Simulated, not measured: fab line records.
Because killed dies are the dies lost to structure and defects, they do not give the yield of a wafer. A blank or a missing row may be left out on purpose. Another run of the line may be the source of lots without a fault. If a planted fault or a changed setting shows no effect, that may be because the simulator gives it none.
Chamber matching -- flow n5-finfet -- N5_SD_EPI_N_DESCUM_14 on rie-diel-03 has 3 sister chambers
The step chemistry O2, time 7.9 s. 3 wafers are shown with their chamber, then 5 later ones without.

== WAFERS WITH THEIR CHAMBER ==
wafer,chamber,showerhead-plenum-p-Torr (Torr)
L080.1,0,2.17
L085.2,1,2.01
L085.4,2,2.23

== WAFERS WITHOUT THEIR CHAMBER ==
wafer,showerhead-plenum-p-Torr (Torr)
L085.5,2.01
L089.1,2.01
L089.6,2.23
L097.2,2.00
L097.6,2.00

== EACH ONE'S CHAMBER ==
wafer,from the rows above,in truth
L085.5,1,1
L089.1,1,1
L089.6,2,2
L097.2,1,1
L097.6,1,1
5 of 5 placed correctly. Can't be placed from these rows: 0. 0 placed wrongly.
How it was worked out, from the rows above alone: a wafer's distance from a chamber is the root of the sum, over the readings, of the square of ((its reading less the chamber's mean) divided by the reading's scatter). The wafer belongs to the nearest chamber; if the next one is less than 2 further off, it can't be placed. For every chamber, the mean is computed from those of its wafers that are shown. The scatter (one wafer shown for each chamber): square how far every hidden wafer sits from the nearest shown wafer, average those squares and take the square root.
